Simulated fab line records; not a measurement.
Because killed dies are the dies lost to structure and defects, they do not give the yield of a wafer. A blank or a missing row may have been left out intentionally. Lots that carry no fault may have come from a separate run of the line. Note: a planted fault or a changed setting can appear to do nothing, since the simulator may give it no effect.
Split-lot study / flow n5-finfet / 7 lots, 39 wafers read, on a route of 1938 steps

THE SPLIT ITSELF
At N5_BEOL_M9_ILD_DEP_00 (deposits SiCOH lowk from DEMS/porogen, target thk 308.51 nm, time 58 s), the setting target-thk-a was moved away from the recipe's 3085.1 angstrom on 12 of the 39 wafers read, by -52.4% to +41.0%. For the rest of the wafers, this setting stayed at what the recipe calls for.

SPLIT TO READING: what lies between them in the file, 1 step
- N5_BEOL_M9_CURE_71: cures SiCOH lowk, time 240 s

THE READING
M9_ILD_THK, in nm, at N5_BEOL_M9_THK_MEAS_01. Typical for fault-free wafers on this fab line: 269 nm, with standard deviation 3.5 nm.

wafer=L076.1; tool, chamber at the split=pecvd-01, 0; target-thk-a as run, angstrom=3085.1; against the recipe=recipe; M9_ILD_THK, nm=265; against lot-mates on the recipe=-
wafer=L076.2; tool, chamber at the split=pecvd-01, 2,1; target-thk-a as run, angstrom=3085.1; against the recipe=recipe; M9_ILD_THK, nm=264; against lot-mates on the recipe=-
wafer=L076.3; tool, chamber at the split=pecvd-01, 1; target-thk-a as run, angstrom=1467; against the recipe=-52.4%; M9_ILD_THK, nm=123; against lot-mates on the recipe=-141
wafer=L076.4; tool, chamber at the split=pecvd-01, 2; target-thk-a as run, angstrom=1467; against the recipe=-52.4%; M9_ILD_THK, nm=120; against lot-mates on the recipe=-144
wafer=L076.5; tool, chamber at the split=pecvd-01, 0; target-thk-a as run, angstrom=1467; against the recipe=-52.4%; M9_ILD_THK, nm=125; against lot-mates on the recipe=-139
wafer=L076.6; tool, chamber at the split=pecvd-01, 2,1; target-thk-a as run, angstrom=3085.1; against the recipe=recipe; M9_ILD_THK, nm=264; against lot-mates on the recipe=-
wafer=L074.1; tool, chamber at the split=pecvd-01, 0; target-thk-a as run, angstrom=2117; against the recipe=-31.4%; M9_ILD_THK, nm=182; against lot-mates on the recipe=-89
wafer=L074.2; tool, chamber at the split=pecvd-01, 1; target-thk-a as run, angstrom=2117; against the recipe=-31.4%; M9_ILD_THK, nm=181; against lot-mates on the recipe=-90
wafer=L074.3; tool, chamber at the split=pecvd-01, 2; target-thk-a as run, angstrom=2117; against the recipe=-31.4%; M9_ILD_THK, nm=184; against lot-mates on the recipe=-87
wafer=L074.4; tool, chamber at the split=pecvd-01, 0; target-thk-a as run, angstrom=3085.1; against the recipe=recipe; M9_ILD_THK, nm=273; against lot-mates on the recipe=-
wafer=L074.5; tool, chamber at the split=pecvd-01, 1; target-thk-a as run, angstrom=3085.1; against the recipe=recipe; M9_ILD_THK, nm=271; against lot-mates on the recipe=-
wafer=L074.6; tool, chamber at the split=pecvd-01, 2; target-thk-a as run, angstrom=3085.1; against the recipe=recipe; M9_ILD_THK, nm=268; against lot-mates on the recipe=-
wafer=L082.1; tool, chamber at the split=pecvd-04, 2; target-thk-a as run, angstrom=3085.1; against the recipe=recipe; M9_ILD_THK, nm=263; against lot-mates on the recipe=-
wafer=L082.4; tool, chamber at the split=pecvd-04, 2; target-thk-a as run, angstrom=3085.1; against the recipe=recipe; M9_ILD_THK, nm=267; against lot-mates on the recipe=-
wafer=L082.6; tool, chamber at the split=pecvd-04, 0; target-thk-a as run, angstrom=3085.1; against the recipe=recipe; M9_ILD_THK, nm=269; against lot-mates on the recipe=-
wafer=L086.1; tool, chamber at the split=pecvd-01, 1; target-thk-a as run, angstrom=3085.1; against the recipe=recipe; M9_ILD_THK, nm=269; against lot-mates on the recipe=-
wafer=L086.2; tool, chamber at the split=pecvd-01, 0; target-thk-a as run, angstrom=3085.1; against the recipe=recipe; M9_ILD_THK, nm=274; against lot-mates on the recipe=-
wafer=L086.3; tool, chamber at the split=pecvd-01, 2; target-thk-a as run, angstrom=3085.1; against the recipe=recipe; M9_ILD_THK, nm=265; against lot-mates on the recipe=-
wafer=L086.4; tool, chamber at the split=pecvd-01, 0; target-thk-a as run, angstrom=3085.1; against the recipe=recipe; M9_ILD_THK, nm=274; against lot-mates on the recipe=-
wafer=L086.5; tool, chamber at the split=pecvd-01, 2; target-thk-a as run, angstrom=3085.1; against the recipe=recipe; M9_ILD_THK, nm=273; against lot-mates on the recipe=-
wafer=L086.6; tool, chamber at the split=pecvd-01, 1; target-thk-a as run, angstrom=3085.1; against the recipe=recipe; M9_ILD_THK, nm=275; against lot-mates on the recipe=-
wafer=L088.1; tool, chamber at the split=pecvd-02, 0; target-thk-a as run, angstrom=3928; against the recipe=+27.3%; M9_ILD_THK, nm=342; against lot-mates on the recipe=+74
wafer=L088.2; tool, chamber at the split=pecvd-02, 2; target-thk-a as run, angstrom=3085.1; against the recipe=recipe; M9_ILD_THK, nm=267; against lot-mates on the recipe=-
wafer=L088.3; tool, chamber at the split=pecvd-02, 2; target-thk-a as run, angstrom=3085.1; against the recipe=recipe; M9_ILD_THK, nm=265; against lot-mates on the recipe=-
wafer=L088.4; tool, chamber at the split=pecvd-02, 0; target-thk-a as run, angstrom=3085.1; against the recipe=recipe; M9_ILD_THK, nm=271; against lot-mates on the recipe=-
wafer=L088.5; tool, chamber at the split=pecvd-02, 2; target-thk-a as run, angstrom=3928; against the recipe=+27.3%; M9_ILD_THK, nm=347; against lot-mates on the recipe=+79
wafer=L088.6; tool, chamber at the split=pecvd-02, 0; target-thk-a as run, angstrom=3928; against the recipe=+27.3%; M9_ILD_THK, nm=348; against lot-mates on the recipe=+80
wafer=L094.1; tool, chamber at the split=pecvd-02, 0; target-thk-a as run, angstrom=3085.1; against the recipe=recipe; M9_ILD_THK, nm=266; against lot-mates on the recipe=-
wafer=L094.2; tool, chamber at the split=pecvd-02, 1; target-thk-a as run, angstrom=3085.1; against the recipe=recipe; M9_ILD_THK, nm=264; against lot-mates on the recipe=-
wafer=L094.3; tool, chamber at the split=pecvd-02, 2; target-thk-a as run, angstrom=4349; against the recipe=+41.0%; M9_ILD_THK, nm=372; against lot-mates on the recipe=+105
wafer=L094.4; tool, chamber at the split=pecvd-02, 2; target-thk-a as run, angstrom=4349; against the recipe=+41.0%; M9_ILD_THK, nm=382; against lot-mates on the recipe=+115
wafer=L094.5; tool, chamber at the split=pecvd-02, 1; target-thk-a as run, angstrom=4349; against the recipe=+41.0%; M9_ILD_THK, nm=380; against lot-mates on the recipe=+113
wafer=L094.6; tool, chamber at the split=pecvd-02, 0; target-thk-a as run, angstrom=3085.1; against the recipe=recipe; M9_ILD_THK, nm=270; against lot-mates on the recipe=-
wafer=L095.1; tool, chamber at the split=pecvd-04, 1; target-thk-a as run, angstrom=3085.1; against the recipe=recipe; M9_ILD_THK, nm=268; against lot-mates on the recipe=-
wafer=L095.2; tool, chamber at the split=pecvd-04, 2; target-thk-a as run, angstrom=3085.1; against the recipe=recipe; M9_ILD_THK, nm=263; against lot-mates on the recipe=-
wafer=L095.3; tool, chamber at the split=pecvd-04, 0; target-thk-a as run, angstrom=3085.1; against the recipe=recipe; M9_ILD_THK, nm=270; against lot-mates on the recipe=-
wafer=L095.4; tool, chamber at the split=pecvd-04, 2; target-thk-a as run, angstrom=3085.1; against the recipe=recipe; M9_ILD_THK, nm=269; against lot-mates on the recipe=-
wafer=L095.5; tool, chamber at the split=pecvd-04, 1; target-thk-a as run, angstrom=3085.1; against the recipe=recipe; M9_ILD_THK, nm=273; against lot-mates on the recipe=-
wafer=L095.6; tool, chamber at the split=pecvd-04, 0; target-thk-a as run, angstrom=3085.1; against the recipe=recipe; M9_ILD_THK, nm=274; against lot-mates on the recipe=-
The file does not say which wafer passed through which chamber wherever a row lists several chambers: such a row stands for several wafers.

FIT RESULTS
A straight line over all 39 wafers: M9_ILD_THK changes by +2.75 nm for each +1% of target-thk-a; r = +1.00; the points scatter about the line by 3.8 nm.
The same after taking each lot's own level away (the mean of its wafers on the recipe; 39 wafers): +2.74 nm for each +1%; r = +1.00; scatter 3.2 nm.
Per that fit: largest target-thk-a move, reading shift of 1.4e+02 nm.
The span of the lots' own levels, 264.3 to 271.7 nm, comes to 2.1 times the standard deviation stated above.
Consequently the slope shifts little with the lot-to-lot level, the two slopes agreeing.
Check: -144 nm against its lot-mates is what the line predicts for one of the wafers moved furthest among these (-52.4%) when that wafer is left out of the fit. It came out at -141 nm against them.

THE WHOLE CHAIN: every reading that the file lists as answering this split, in the file's order
step=N5_BEOL_M9_ILD_DEP_00; what it does=deposits SiCOH lowk from DEMS/porogen, target thk 308.51 nm, time 58 s; reading=SiCOH_lowk_of_BEOL_M9_ILD_DEP_00.thk-nm (the simulator's own value, which no gauge read); change (the file's fit)=+3.11 nm for each +1% of the setting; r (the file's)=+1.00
step=N5_BEOL_M9_CURE_71; what it does=cures SiCOH lowk, time 240 s; reading=SiCOH_lowk_of_BEOL_M9_ILD_DEP_00.thk-nm (the simulator's own value, which no gauge read); change (the file's fit)=+2.74 nm for each +1% of the setting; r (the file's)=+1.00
step=N5_BEOL_M9_THK_MEAS_01; what it does=; reading=M9_ILD_THK; change (the file's fit)=+2.74 for each +1% of the setting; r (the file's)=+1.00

FILE'S OWN FIT
M9_ILD_THK changes by +2.74 nm for each +1% of target-thk-a, r = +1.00.
